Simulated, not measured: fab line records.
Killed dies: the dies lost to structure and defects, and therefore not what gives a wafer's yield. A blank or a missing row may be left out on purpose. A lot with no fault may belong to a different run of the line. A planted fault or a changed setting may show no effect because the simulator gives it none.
Matching of chambers ; flow nand_harc ; NHARC_A_CHANNEL_FILL_D1_ALD_02 on ald_hk-02: 4 sister chambers
The step deposits SiO2, target thk 6 nm, pulse time 10 s, ald cycles 60. 8 wafers are shown with their chamber, then 12 later ones without.

## WAFERS PAIRED WITH THEIR CHAMBERS
wafer;chamber;heater_power_w (W);precursor_pulse_height_rel
L081.6;3;407;0.984
L081.5;0;430;1.006
L082.1;1;444;0.997
L082.4;2;500;0.998
L082.6;1;447;1.001
L082.2;0;427;0.961
L082.3;3;424;1.035
L082.5;2;492;0.981

## WAFERS WHOSE CHAMBER IS MISSING
wafer;heater_power_w (W);precursor_pulse_height_rel
L084.2;433;1.023
L084.3;487;0.981
L084.5;489;1.022
L086.1;451;0.981
L086.2;482;0.969
L086.6;486;1.027
L096.2;426;0.990
L096.4;432;0.976
L096.6;532;0.999
L097.3;421;1.016
L097.4;506;1.000
L097.5;503;0.999

## CHAMBER TAKEN BY EACH
wafer;from the rows above;in truth
L084.2;can't be placed: 0 or 1 or 3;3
L084.3;2;2
L084.5;2;2
L086.1;1;1
L086.2;2;2
L086.6;2;2
L096.2;can't be placed: 0 or 3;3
L096.4;can't be placed: 0 or 1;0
L096.6;2;2
L097.3;can't be placed: 3 or 0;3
L097.4;2;2
L097.5;2;2
Correctly placed: 8 of 12. From these rows, 4 cannot be placed; in 4 the true chamber is one of the candidates. Placed wrongly: 0.
How it was worked out, from the rows above alone: a wafer's distance from a chamber is the root of the sum, over the readings, of the square of ((its reading less the chamber's mean) divided by the reading's scatter). The wafer belongs to the nearest chamber; if the next one is less than 2 further off, it can't be placed. A chamber's mean is the mean of its shown wafers. The scatter is the square root of a quotient: the sum, over the shown wafers, of each reading's squared deviation from its chamber's mean, divided by wafers minus chambers.
